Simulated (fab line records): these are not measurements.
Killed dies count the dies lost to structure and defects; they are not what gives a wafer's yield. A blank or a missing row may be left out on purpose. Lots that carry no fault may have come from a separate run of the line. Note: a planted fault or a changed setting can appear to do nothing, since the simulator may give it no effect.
Comparing a struck lot with a sound one / flow n5Finfet / 38 out of 1938 route steps
Sound: these wafers, L157.2, L157.5, L157.6. Struck: wafer L156.1. (L156.3, L156.6 of the same lot were not struck and are left out.) The cause comes at the end.
For every step that has rows: the tool of each side, followed by ch and its chambers, followed by its first start. Under that, the readings that differ: sound wafers / struck wafers / difference of the means / sigmas: that difference in standard deviations of wafers without a fault.
alike: a reading whose means differ by less than 2 such deviations, as well as words and numbers matching on both sides. not compared: withheld readings; readings where some wafer has no value; bounds like >300 that might hide an equal value; numbers whose values overlap and for which the record gives no deviation.
A row with sigmas, a row that says differs or no value, or rows on one side alone: a step with any of these is where the two part. When numbers do not overlap yet have no deviation, they are printed without sigmas and do not part them. Lack of a reading on every wafer of one side parts them only where that side has two or more wafers.

first, 12 steps without rows for these wafers: N5_BEOL_M4_ANNEAL_87 (time 240 s); N5_BEOL_M4_SPUTTER_88 (material Cu, target thk 4.5 nm, time 8.29 s); N5_BEOL_M4_ANNEAL_89 (time 240 s); N5_BEOL_M4_SPUTTER_90 (material Cu, target thk 4.5 nm, time 8.29 s); N5_BEOL_M4_ANNEAL_91 (time 240 s); N5_BEOL_M4_SPUTTER_92 (material Cu, target thk 4.5 nm, time 8.29 s); N5_BEOL_M4_ANNEAL_93 (time 240 s); N5_BEOL_M4_SPUTTER_94 (material Cu, target thk 4.5 nm, time 8.29 s); N5_BEOL_M4_ANNEAL_95 (time 240 s); N5_BEOL_M4_SPUTTER_96 (material Cu, target thk 4.5 nm, time 8.29 s); N5_BEOL_M4_ECD_50 (material Cu, target thk 300 nm); N5_BEOL_M4_ANNEAL_51 (time 90 s).
N5_BEOL_M4_CMP_52: polishes, stops on SiOC, t overpolish 6.8 s, target thk 40 nm.
  sound on cmp-03 ch 1,2, day 9 05:48; struck on cmp-03 ch 0, day 9 06:16
  alike: barrierFieldEndpointS, clearingPlatenDownForcePsi, motorCurrentA, overpolishRunS, timeToEndpointS
  not compared: padLifeWafers
then, 4 steps without rows for these wafers: N5_BEOL_M4_PRE_CLEAN_60 (time 15 s); N5_BEOL_M4_CO_CAP_55 (material Co, precursor CCTBA/H2, target thk 2 nm, time 102.1 s); N5_BEOL_M4_PRE_CLEAN_56 (time 15 s); N5_BEOL_M4_DEP_57 (deposits SiCN from 3MS/NH3, target thk 8 nm, time 14 s).
N5_BEOL_M4_INSPECT_59: inspects for defects (darkfield).
  struck on defectInspect-02, day 9 06:52; sound on defectInspect-02, day 9 06:23
reading=rawDefectCount; sound=124 66 72; struck=574; difference=+487; sigmas=+18
then, 13 steps without rows for these wafers: N5_BEOL_M5_ILD_DEP_00 (deposits SiCOH lowk from DEMS/porogen, target thk 140.64 nm, time 25.9 s); N5_BEOL_M5_CURE_79 (cures SiCOH lowk, time 240 s); N5_BEOL_M5_PECVD_70 (deposits SiO2 from TEOS/O2, target thk 16 nm, time 18 s); N5_BEOL_M5_HM_DEP_02 (deposits TiN, target thk 20 nm); N5_BEOL_M5_COAT_59 (time 60 s, resist thk 60 nm); N5_BEOL_M5_COAT_60 (time 60 s, resist thk 12 nm); N5_BEOL_M5_COAT_71 (time 60 s, resist thk 5 nm); N5_BEOL_M5_COAT_05 (resist thk 30 nm); N5_BEOL_M5_EBR_07; N5_BEOL_M5_SOFTBAKE_06 (time 60 s); N5_BEOL_M5_EXPOSE_08 (exposes mask M5, target cd 28 nm); N5_BEOL_M5_PEB_09 (peb time 60 s); N5_BEOL_M5_DEVELOP_10 (develop time 30 s).
N5_BEOL_M5_INSPECT_13: inspects for defects (brightfield).
  struck on defectInspect-02, day 9 10:41; sound on defectInspect-02, day 9 10:31
reading=rawDefectCount; sound=416 423 376; struck=946; difference=+541; sigmas=+5
then, 4 steps without rows for these wafers: N5_BEOL_M5_DESCUM_16 (chemistry O2, time 7 s); N5_BEOL_M5_ETCH_72 (etches underlayer in N2/H2, target depth 6.5 nm, time 5.2 s); N5_BEOL_M5_ETCH_61 (etches SiARC in CF4, target depth 15.6 nm, time 26 s); N5_BEOL_M5_ETCH_62 (etches SOC in N2/H2, target depth 75 nm, overetch 15 nm, time 112.5 s).
N5_BEOL_M5_INSPECT_30: inspects for defects (brightfield).
  struck on defectInspect-02, day 9 13:36; sound on defectInspect-02, day 9 12:52
reading=rawDefectCount; sound=428 437 341; struck=929; difference=+527; sigmas=+4
-- the record jumps here: 4 days lie between the struck wafers' starts before and after (it left off in module BEOL_M5 and takes up again in module PASSIVATION, whose first step shown is number 1936 of the route) --
N5_PASSIVATION_PROBE_49:
  struck on prober-02, day 13 18:33; sound on prober-02, day 13 16:19
reading=defectLimitedYield (%); sound=92.1 91.4 92.6; struck=65.3; difference=-26.7; sigmas=-18
reading=killed_at_M4_up; sound=11 10 20; struck=320; difference=+306; sigmas=+51
reading=killedDies; sound=93 102 87; struck=410; difference=+316; sigmas=+18
reading=killedOnRim; sound=10 10 8; struck=51; difference=+42; sigmas=+9
reading=sort_bin_5_function (%); sound=4.5 5.0 3.6; struck=20.7; difference=+16.3; sigmas=+17
reading=sort_bin_6_memory (%); sound=3.4 3.2 3.6; struck=12.1; difference=+8.7; sigmas=+12
reading=sortNPass; sound=1087 1078 1093; struck=770; difference=-316; sigmas=-18
reading=sortYieldPct (%); sound=92.1 91.4 92.6; struck=65.3; difference=-26.7; sigmas=-18
  alike: killed_at_M0_to_M3, killedAtContacts, killedAtFrontEnd, killedAtOther, killedOpen, killedShort

WHERE THEY PART
Last at N5_PASSIVATION_PROBE_49 as far as this record goes, first at N5_BEOL_M4_INSPECT_59.

WHY: what the simulator had put in
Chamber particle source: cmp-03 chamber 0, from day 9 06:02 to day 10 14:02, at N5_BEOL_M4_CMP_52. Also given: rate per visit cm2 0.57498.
